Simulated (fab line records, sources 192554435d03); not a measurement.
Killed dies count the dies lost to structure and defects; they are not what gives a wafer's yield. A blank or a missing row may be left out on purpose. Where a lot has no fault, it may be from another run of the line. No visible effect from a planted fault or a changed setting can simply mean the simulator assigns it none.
Chamber matching / flow n5_finfet / N5_WELL_APT_DESCUM_30 on rie_diel-03: 3 sister chambers
The step chemistry O2, time 7.9 s. 3 wafers are shown with their chamber, then 6 later ones without.

## WAFERS PAIRED WITH THEIR CHAMBERS
wafer=L089.5; chamber=0; showerhead_plenum_p_Torr (Torr)=1.99
wafer=L089.6; chamber=1; showerhead_plenum_p_Torr (Torr)=2.13
wafer=L093.2; chamber=2; showerhead_plenum_p_Torr (Torr)=2.08

## WAFERS WITH NO CHAMBER GIVEN
wafer=L093.3; showerhead_plenum_p_Torr (Torr)=1.98
wafer=L093.6; showerhead_plenum_p_Torr (Torr)=2.13
wafer=L096.4; showerhead_plenum_p_Torr (Torr)=2.08
wafer=L096.5; showerhead_plenum_p_Torr (Torr)=1.98
wafer=L097.3; showerhead_plenum_p_Torr (Torr)=1.98
wafer=L097.6; showerhead_plenum_p_Torr (Torr)=1.98

## WHICH CHAMBER EACH WENT THROUGH
wafer=L093.3; from the rows above=0; in truth=0
wafer=L093.6; from the rows above=1; in truth=1
wafer=L096.4; from the rows above=2; in truth=2
wafer=L096.5; from the rows above=0; in truth=0
wafer=L097.3; from the rows above=0; in truth=0
wafer=L097.6; from the rows above=0; in truth=0
Correctly placed: 6 of 6. Can't be placed from these rows: 0. Number placed wrongly: 0.
How it was worked out, from the rows above alone: a wafer's distance from a chamber is the root of the sum, over the readings, of the square of ((its reading less the chamber's mean) divided by the reading's scatter). If the next closest chamber is less than 2 further off than the closest, the wafer can't be placed; otherwise it belongs to the closest. The mean given for a chamber averages the wafers shown for that chamber. The scatter: root of mean squared gap, hidden wafer to nearest shown wafer, with one shown wafer a chamber.
